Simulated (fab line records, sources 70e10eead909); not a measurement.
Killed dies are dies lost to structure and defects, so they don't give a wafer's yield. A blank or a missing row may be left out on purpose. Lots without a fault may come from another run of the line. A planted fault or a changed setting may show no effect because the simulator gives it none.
Chamber matching | flow nand_harc | NHARC_A_CONTACT_ALD_18 on ald_metal-03: 4 sister chambers
The step deposits TiN, target thk 3 nm, pulse time 1 s, ald cycles 150. 8 wafers are shown with their chamber, then 10 later ones without.

WAFERS WITH THEIR CHAMBER
wafer  | chamber | heater_power_w (W) | susceptor_temp_C (C)
L076.5 | 2       | 1270               | 449.64
L086.4 | 3       | 1072               | 449.91
L086.5 | 1       | 1047               | 449.91
L088.1 | 0       | 1116               | 449.54
L088.2 | 1       | 1053               | 450.16
L088.4 | 2       | 1185               | 450.04
L090.1 | 3       | 1082               | 450.28
L090.4 | 0       | 1117               | 449.82

WAFERS WITHOUT THEIR CHAMBER
wafer  | heater_power_w (W) | susceptor_temp_C (C)
L090.5 | 1223               | 450.26
L091.1 | 1084               | 449.90
L091.4 | 1193               | 449.86
L091.6 | 1020               | 449.58
L094.1 | 1052               | 449.82
L094.4 | 1231               | 450.00
L094.5 | 1234               | 449.92
L095.1 | 1211               | 449.87
L095.2 | 1046               | 449.17
L095.4 | 1120               | 449.99

WHICH CHAMBER EACH WENT THROUGH
wafer  | from the rows above          | in truth
L090.5 | 2                            | 2
L091.1 | can't be placed: 3 or 1 or 0 | 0
L091.4 | can't be placed: 2 or 0      | 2
L091.6 | can't be placed: 1 or 3 or 0 | 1
L094.1 | can't be placed: 1 or 3 or 0 | 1
L094.4 | 2                            | 2
L094.5 | 2                            | 2
L095.1 | 2                            | 2
L095.2 | can't be placed: 0 or 1 or 3 | 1
L095.4 | can't be placed: 0 or 3 or 1 | 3
Placed correctly: 4 of 10. Can't be placed from these rows: 6 (the true chamber is among the candidates in 6). Placed wrongly: 0.
How it was worked out, from the rows above alone: a wafer's distance from a chamber is the root of the sum, over the readings, of the square of ((its reading less the chamber's mean) divided by the reading's scatter). The wafer belongs to the nearest chamber; if the next one is less than 2 further off, it can't be placed. A chamber's mean is the mean of its shown wafers. The scatter: the root of (the sum of the squares of (reading less its chamber's mean) over the shown wafers, divided by (wafers less chambers)).
